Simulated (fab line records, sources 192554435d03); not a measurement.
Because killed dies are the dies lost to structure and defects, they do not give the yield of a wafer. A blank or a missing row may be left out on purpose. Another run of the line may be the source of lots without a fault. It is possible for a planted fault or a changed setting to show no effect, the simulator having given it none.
Problem report in the 8D (eight disciplines) form, filled by code | flow n5Finfet | the parts of the form that need people (team, actions taken, sign-off) are left out
Where a reading is given only as a bound, like >300, the bound stands for it, and a mean or a difference that rests on one is marked > or <: the true number lies beyond.

1. WHAT WENT WRONG
Mean of rawDefectCount at N5_ZERO_LAYER_INSPECT_20: 377 across 3 wafers in 3 lots; on wafers with no fault it is 34 (standard deviation 15). Relative to the usual mean, that is a shift of +23 standard deviations.
The step: inspects for defects (darkfield).
Seen first at day 6 07:18 on defectInspect-01, wafer L996.3. Wafers with a number at this step in the record: 30, from 10 lots. Rule for "out", or "out of limits": more than 4 standard deviations from the usual mean. Any other wafer with a number is counted as sound.

2. WHAT IT IS, WHAT IT ISN'T
question                    | is                                 | is not
which readings at this step | rawDefectCount                     | -
which lots                  | L996, L997, L998                   | L100, L977, L980, L983, L984, L987, L989
which wafers of those lots  | L996.3, L997.1, L998.4             | L996.4, L996.5, L997.2, L997.3, L998.5, L998.6
read on which gauges        | defectInspect-01, defectInspect-02 | -
when                        | from day 6 07:18                   | up to then (20 sound wafers); but 7 sound wafers of L100, L997, L998 came after

3. WHAT RULES OUT EACH SUSPECT
Counting: a tool at a process step up to the reading stays a suspect if it ran every lot that is out. Sound lots after the first of them don't rule it out here, since some wafers of a struck lot are sound.
- ruled out: the gauge at N5_ZERO_LAYER_INSPECT_20. 2 gauges (defectInspect-01, defectInspect-02) read the wafers that are out.
- pecvd-01 at N5_ZERO_LAYER_PECVD_02 (deposits SiO2 from SiH4/N2O, target thk 10 nm, time 6 s): kept. It ran every lot that is out, first L996 (day 6 06:17); its last sound lot up to then is L989 (day 4 12:17).
- At N5_ZERO_LAYER_PECVD_02, inside pecvd-01: chamber 2 took the wafers that are out, while their sound lot-mates went through chambers 0, 1.
Left after counting: pecvd-01 at N5_ZERO_LAYER_PECVD_02.

4. THE CAUSE (what the simulator had put in)
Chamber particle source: pecvd-01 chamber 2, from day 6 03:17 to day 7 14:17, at N5_ZERO_LAYER_PECVD_02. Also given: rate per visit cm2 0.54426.
Counting left only this tool.

5. THE EFFECT CHAIN, in route order
Each row: a reading where the mean over the struck wafers with a number is more than 3 standard deviations away from the usual. Scope: only readings with a usual standard deviation given in the record; hours: median across lots of the time from each lot's start at the first step in this table that gives one to its start at this step; sigmas: change in usual standard deviations.
hours | step                     | reading             | usual  | on struck wafers | change | sigmas
0     | N5_ZERO_LAYER_INSPECT_20 | rawDefectCount      | 34     | 377              | +343   | +23
0     | N5_WELL_APT_INSPECT_10   | rawDefectCount      | 1.9    | >300             | >+298  | +99 or more
3     | N5_WELL_APT_INSPECT_38   | rawDefectCount      | 13     | 365              | +352   | +77
316   | N5_PASSIVATION_PROBE_49  | defectLimitedYield  | 91.6 % | 84.0             | -7.6   | -4.7
316   | N5_PASSIVATION_PROBE_49  | killedAtFrontEnd    | 38     | 143              | +105   | +8.8
316   | N5_PASSIVATION_PROBE_49  | killedDies          | 99     | 189              | +90    | +5.0
316   | N5_PASSIVATION_PROBE_49  | sort_bin_5_function | 4.9 %  | 10.6             | +5.7   | +5.7
316   | N5_PASSIVATION_PROBE_49  | sortNPass           | 1081   | 991              | -90    | -5.0
316   | N5_PASSIVATION_PROBE_49  | sortYieldPct        | 91.6 % | 84.0             | -7.6   | -4.7
Process steps it contains:
- N5_PASSIVATION_PROBE_49
At these later measuring or inspecting steps, every struck wafer for which the step has a row has a number for every such reading, and none has moved that far: N5_PMOS_HMC_CHANNEL_EPI_OVL_MEAS_10, N5_BEOL_M4_RC_MEAS_101.

6. HOW IT WOULD HAVE BEEN CAUGHT EARLIER
The first out-of-limits reading at a measuring or inspecting step in this record came at day 6 07:18, 4 hours after the fault's start at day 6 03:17.
No tool reading at N5_ZERO_LAYER_PECVD_02 that has a usual standard deviation in the record was out on any struck wafer, so an alarm limit of 4 standard deviations on those readings would not have fired.
Lots out: 3; of these, L997, L998 started N5_ZERO_LAYER_PECVD_02 on pecvd-01 after day 6 07:18. A hold on the tool at that time would have spared those 2.
